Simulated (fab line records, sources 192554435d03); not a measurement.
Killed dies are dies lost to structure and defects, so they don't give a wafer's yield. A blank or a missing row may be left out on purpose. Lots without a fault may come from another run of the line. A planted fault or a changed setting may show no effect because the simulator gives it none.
A struck lot beside a sound one | flow n5_finfet | 38 steps out of a route of 1938
Sound: wafers L367.2, L367.3, L367.5. Struck: wafers L377.1, L377.2, L377.4. The cause comes at the end.
At each step with rows: each side's tool, then ch and its chambers, then its first start. Under that, the readings that differ: sound wafers | struck wafers | difference of the means | sigmas: that difference in standard deviations of wafers without a fault.
alike: readings whose means differ by less than 2 such deviations, and words and numbers that are the same on both sides. not compared: withheld readings, readings that some wafer has no value for, bounds like >300 that may hide the same value, and numbers for which the record gives no deviation and whose values overlap.
The two part at a step that has a row with sigmas, a row that says differs or no value, or rows on one side only. Numbers that don't overlap but have no deviation are shown without sigmas and don't part them. A reading that every wafer of one side lacks parts them only if that side has two wafers or more.

first, 10 steps without rows for these wafers: N5_DUMMY_GATE_ETCH_32 (etches SiO2 in CF4, target depth 3.5 nm, time 3.9 s); N5_DUMMY_GATE_ETCH_23 (etches poly-Si in HBr/Cl2/O2, target depth 41 nm, time 22.3 s); N5_DUMMY_GATE_ETCH_44 (etches poly-Si in HBr/O2, stops on SiO2, target depth 127.5 nm); N5_DUMMY_GATE_ETCH_42 (etches SiO2 in CHF3/O2, target depth 3.5 nm, time 31 s); N5_DUMMY_GATE_STRIP_48 (strips in N2/H2, time 20 s); N5_DUMMY_GATE_PRECLEAN_33 (cleans in dHF, time 10 s); N5_DUMMY_GATE_PRECLEAN_25 (cleans in O3/DIW, time 45 s); N5_DUMMY_GATE_PRECLEAN_51 (cleans in SC2, time 45 s); N5_DUMMY_GATE_SRD_26 (time 30 s); N5_DUMMY_GATE_UV_OZONE_45 (time 120 s).
N5_SPACER0_ALD_07: deposits SiNx, target thk 2 nm.
  sound on ald_sin-04 ch 0,1, day 4 01:47; struck on ald_sin-04 ch 0,1,3, day 6 12:49
  alike: heater_power_w, susceptor_temp_C
then, 25 steps without rows for these wafers: N5_SPACER0_ALD_00 (deposits SiOCN, target thk 3.5 nm, pulse time 3 s, purge time 2 s); N5_SPACER0_ALD_08 (deposits SiNx, target thk 2 nm); N5_SD_EPI_N_COAT_32 (time 60 s, resist thk 350 nm); N5_SD_EPI_N_COAT_33 (time 60 s, resist thk 35 nm); N5_SD_EPI_N_COAT_03 (resist thk 150 nm); N5_SD_EPI_N_EBR_05; N5_SD_EPI_N_SOFTBAKE_04 (time 60 s); N5_SD_EPI_N_EXPOSE_06 (exposes mask SD N BLK, target cd 120 nm); N5_SD_EPI_N_PEB_07 (peb time 60 s); N5_SD_EPI_N_DEVELOP_08 (develop time 30 s); N5_SD_EPI_N_DESCUM_14 (chemistry O2, time 7.9 s); N5_SD_EPI_N_ETCH_34 (etches SiARC in CF4, target depth 45.5 nm, time 75.8 s); N5_SD_EPI_N_ETCH_35 (etches SOC in N2/H2, overetch 108 nm, time 486 s); N5_SD_EPI_N_STRIP_36 (strips in N2/H2); N5_SD_EPI_N_ETCHBACK_44 (etches SiNx in CH3F/O2, stops on SiO2, target depth 14.5 nm); N5_SD_EPI_N_ETCH_45 (etches SiOCN in CH3F/O2, target depth 6 nm); N5_SD_EPI_N_ETCH_16 (etches SiO2 in CHF3/O2, target depth 5 nm); N5_SD_EPI_N_STRIP_47 (strips in CHF3/O2); N5_SD_EPI_N_SD_RECESS_17 (chemistry HBr/Cl2/O2, target depth 41 nm, time 23.7 s, bt time 3 s); N5_SD_EPI_N_STRIP_38 (strips in N2/H2); N5_SD_EPI_N_WET_ETCH_43 (etches SiO2 in dHF, time 14 s, target depth 1.5 nm); N5_SD_EPI_N_STRIP_18 (strips in SPM, time 750 s); N5_SD_EPI_N_SRD_20 (time 30 s); N5_SD_EPI_N_PRECLEAN_48 (cleans in NF3:NH3, afs cycles 2, time 20 s, sublimation time 60 s); N5_SD_EPI_N_VAPOR_ETCH_50 (etches Si in HCl, time 54 s).
-- the record jumps here: 5 days lie between the struck wafers' starts before and after (it left off in module SD_EPI_N and takes up again in module BEOL_M4, whose first step shown is number 1111 of the route) --
N5_BEOL_M4_RC_MEAS_101:
  sound on prober-02 ch 0, day 8 14:42; struck on prober-02 ch 0, day 11 04:43
  alike: DIBL_N, DIBL_P, IOFF_N, IOFF_P, ION_N, ION_P, SS_N, SS_P, VT_N, VT_P
-- the record jumps here: 5 days lie between the struck wafers' starts before and after (it left off in module BEOL_M4 and takes up again in module PASSIVATION, whose first step shown is number 1936 of the route) --
N5_PASSIVATION_PROBE_49:
  the record has rows for the struck wafers here (prober-02, day 15 19:21) and none for the sound ones

WHERE THEY PART
Only at N5_PASSIVATION_PROBE_49, within this record.

WHY: what the simulator had put in
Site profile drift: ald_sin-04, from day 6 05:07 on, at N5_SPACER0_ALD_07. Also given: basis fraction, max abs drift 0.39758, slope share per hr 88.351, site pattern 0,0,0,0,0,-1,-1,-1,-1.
